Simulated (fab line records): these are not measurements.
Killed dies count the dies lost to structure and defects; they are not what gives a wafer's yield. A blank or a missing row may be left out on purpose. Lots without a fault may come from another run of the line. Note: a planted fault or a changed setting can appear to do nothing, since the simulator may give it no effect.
Chamber matching	flow n5-finfet	N5_BEOL_M14_STRIP_37 on rie-diel-02: 4 sister chambers
The step strips in O2. 4 wafers are shown with their chamber, then 7 later ones without.

== EACH WAFER AND ITS CHAMBER ==
wafer	chamber	showerhead-plenum-p-Torr (Torr)
L074.5	3	1.96
L080.2	1	2.23
L083.2	2	2.22
L083.5	0	1.98

== WAFERS MISSING THEIR CHAMBER ==
wafer	showerhead-plenum-p-Torr (Torr)
L083.6	2.22
L091.1	1.98
L091.2	2.21
L091.5	2.22
L094.2	2.21
L094.4	2.21
L094.5	2.22

== THE CHAMBER EACH PASSED THROUGH ==
wafer	from the rows above	in truth
L083.6	can't be placed: 2 or 1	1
L091.1	0	0
L091.2	can't be placed: 2 or 1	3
L091.5	can't be placed: 2 or 1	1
L094.2	can't be placed: 2 or 1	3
L094.4	can't be placed: 2 or 1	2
L094.5	can't be placed: 2 or 1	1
Placed correctly: 1 of 7. Not placeable from these rows: 6 (in 4, the candidates include the true chamber). Wrongly placed: 0.
How it was worked out, from the rows above alone: a wafer's distance from a chamber is the root of the sum, over the readings, of the square of ((its reading less the chamber's mean) divided by the reading's scatter). The wafer belongs to the nearest chamber; if the next one is less than 2 further off, it can't be placed. A chamber's mean is the mean of its shown wafers. The scatter: root of mean squared gap, hidden wafer to nearest shown wafer, with one shown wafer a chamber.
